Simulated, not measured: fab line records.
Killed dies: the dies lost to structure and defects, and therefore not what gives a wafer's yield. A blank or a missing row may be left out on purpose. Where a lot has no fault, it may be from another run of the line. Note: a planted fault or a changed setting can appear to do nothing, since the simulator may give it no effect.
A struck lot beside a sound one    flow n5 finfet    39 steps out of a route of 1938
Sound: the wafers L198.4, L198.5. Struck: wafers L199.2, L199.4, L199.6. The cause comes at the end.
For every step that has rows: the tool of each side, followed by ch and its chambers, followed by its first start. Under that, the readings that differ: sound wafers    struck wafers    difference of the means    sigmas: that difference in standard deviations of wafers without a fault.
alike: readings whose means differ by less than 2 such deviations, and words and numbers that are the same on both sides. not compared: withheld readings, readings that some wafer has no value for, bounds like >300 that may hide the same value, and numbers for which the record gives no deviation and whose values overlap.
Wherever a step has rows on one side only, a row that says differs or no value, or a row with sigmas, the two part there. Non-overlapping numbers with no deviation appear without sigmas and do not part them. A reading that every wafer of one side lacks parts them only if that side has two wafers or more.

first, 9 steps without rows for these wafers: N5_BEOL_M4_ANNEAL_95 (time 240 s); N5_BEOL_M4_SPUTTER_96 (material Cu, target thk 4.5 nm, time 8.29 s); N5_BEOL_M4_ECD_50 (material Cu, target thk 300 nm); N5_BEOL_M4_ANNEAL_51 (time 90 s); N5_BEOL_M4_CMP_52 (polishes, stops on SiOC, t overpolish 6.8 s, target thk 40 nm); N5_BEOL_M4_PRE_CLEAN_60 (time 15 s); N5_BEOL_M4_CO_CAP_55 (material Co, precursor CCTBA/H2, target thk 2 nm, time 102.1 s); N5_BEOL_M4_PRE_CLEAN_56 (time 15 s); N5_BEOL_M4_DEP_57 (deposits SiCN from 3MS/NH3, target thk 8 nm, time 14 s).
N5_BEOL_M4_RC_MEAS_101:
  sound on prober-02 ch 0, day 12 13:23; struck on prober-01 ch 0, day 12 16:18
  alike: DIBL_N, DIBL_P, IOFF_N, IOFF_P, ION_N, ION_P, SS_N, SS_P, VT_N, VT_P
then, 24 steps without rows for these wafers: N5_BEOL_M5_ILD_DEP_00 (deposits SiCOH lowk from DEMS/porogen, target thk 140.64 nm, time 25.9 s); N5_BEOL_M5_CURE_79 (cures SiCOH lowk, time 240 s); N5_BEOL_M5_PECVD_70 (deposits SiO2 from TEOS/O2, target thk 16 nm, time 18 s); N5_BEOL_M5_HM_DEP_02 (deposits TiN, target thk 20 nm); N5_BEOL_M5_COAT_59 (time 60 s, resist thk 60 nm); N5_BEOL_M5_COAT_60 (time 60 s, resist thk 12 nm); N5_BEOL_M5_COAT_71 (time 60 s, resist thk 5 nm); N5_BEOL_M5_COAT_05 (resist thk 30 nm); N5_BEOL_M5_EBR_07; N5_BEOL_M5_SOFTBAKE_06 (time 60 s); N5_BEOL_M5_EXPOSE_08 (exposes mask M5, target cd 28 nm); N5_BEOL_M5_PEB_09 (peb time 60 s); N5_BEOL_M5_DEVELOP_10 (develop time 30 s); N5_BEOL_M5_DESCUM_16 (chemistry O2, time 7 s); N5_BEOL_M5_ETCH_72 (etches underlayer in N2/H2, target depth 6.5 nm, time 5.2 s); N5_BEOL_M5_ETCH_61 (etches SiARC in CF4, target depth 15.6 nm, time 26 s); N5_BEOL_M5_ETCH_62 (etches SOC in N2/H2, target depth 75 nm, overetch 15 nm, time 112.5 s); N5_BEOL_M5_STRIP_63 (strips in N2/H2); N5_BEOL_M5_STRIP_73 (strips in N2/H2); N5_BEOL_M5_STRIP_64 (strips in CF4); N5_BEOL_M5_HM_OPEN_17 (chemistry Cl2/BCl3, target TiN, target depth 20 nm, overetch 6 nm); N5_BEOL_M5_STRIP_19 (strips in O2); N5_BEOL_M5_COAT_65 (time 60 s, resist thk 60 nm); N5_BEOL_M5_COAT_66 (time 60 s, resist thk 12 nm).
N5_BEOL_M9_ILD_DEP_00: deposits SiCOH lowk from DEMS/porogen, target thk 308.51 nm, time 58 s.
  sound on pecvd-03 ch 0,2, day 14 07:14; struck on pecvd-02 ch 0,2, day 14 07:15
  alike: heater power w, showerhead plenum p Torr, throttle valve pct
N5_BEOL_M9_CURE_71: cures SiCOH lowk, time 240 s.
  sound on uv cure-03 ch 1, day 14 07:35; struck on uv cure-01 ch 2, day 14 08:14
reading                                             sound        struck             difference  sigmas
model.SiCOH_lowk_of_BEOL_M9_ILD_DEP_00.thk nm (nm)  271.4 273.6  543.4 546.6 551.2  +274.6      
  alike: lamp power pct, wafer_temp_C_max
N5_BEOL_M9_THK_MEAS_01:
  sound: film metro-02 at day 14 07:51; struck: film metro-01 at day 14 08:40
reading          sound    struck       difference  sigmas
M9_ILD_THK (nm)  272 274  544 546 552  +274        +70
N5_BEOL_M9_CMP_52: polishes, stops on SiCOH lowk, t overpolish 7 s, target thk 140 nm.
  sound on cmp-03 ch 1,2, day 14 14:42; struck on cmp-03 ch 1,2,3, day 14 13:59
reading                                             sound        struck             difference  sigmas
model.SiCOH_lowk_of_BEOL_M9_ILD_DEP_00.thk nm (nm)  268.4 270.6  540.4 543.6 548.2  +274.6      
  alike: barrier field endpoint s, motor current A, overpolish run s, time to endpoint s
-- here the record skips 3 days between the struck wafers' starts before and after, leaving off in module BEOL_M9 and picking up in module PASSIVATION (first step shown: number 1936 of the route) --
N5_PASSIVATION_PROBE_49:
  sound: prober-01 at day 17 09:12; struck: prober-02 at day 17 05:26
reading                   sound      struck          difference  sigmas
defect limited yield (%)  93.4 92.6  0 0 0           -93         -58
killed_at_M4_up           9 15       1116 1089 1088  +1086       +99 or more
killed dies               78 87      1180 1180 1180  +1098       +58
killed on rim             10 10      152 152 152     +142        +36
sort_bin_5_function (%)   4.3 4.2    97.0 96.3 97.0  +92.5       +93
sort n pass               1102 1093  0 0 0           -1098       -50
sort yield pct (%)        93.4 92.6  0 0 0           -93         -49
  alike: killed_at_M0_to_M3, killed at contacts, killed at front end, killed at other, killed open, killed short, sort_bin_6_memory

WHERE THEY PART
At N5_BEOL_M9_THK_MEAS_01 first; at N5_PASSIVATION_PROBE_49 last (within this record only).

WHY: what had been put in by the simulator
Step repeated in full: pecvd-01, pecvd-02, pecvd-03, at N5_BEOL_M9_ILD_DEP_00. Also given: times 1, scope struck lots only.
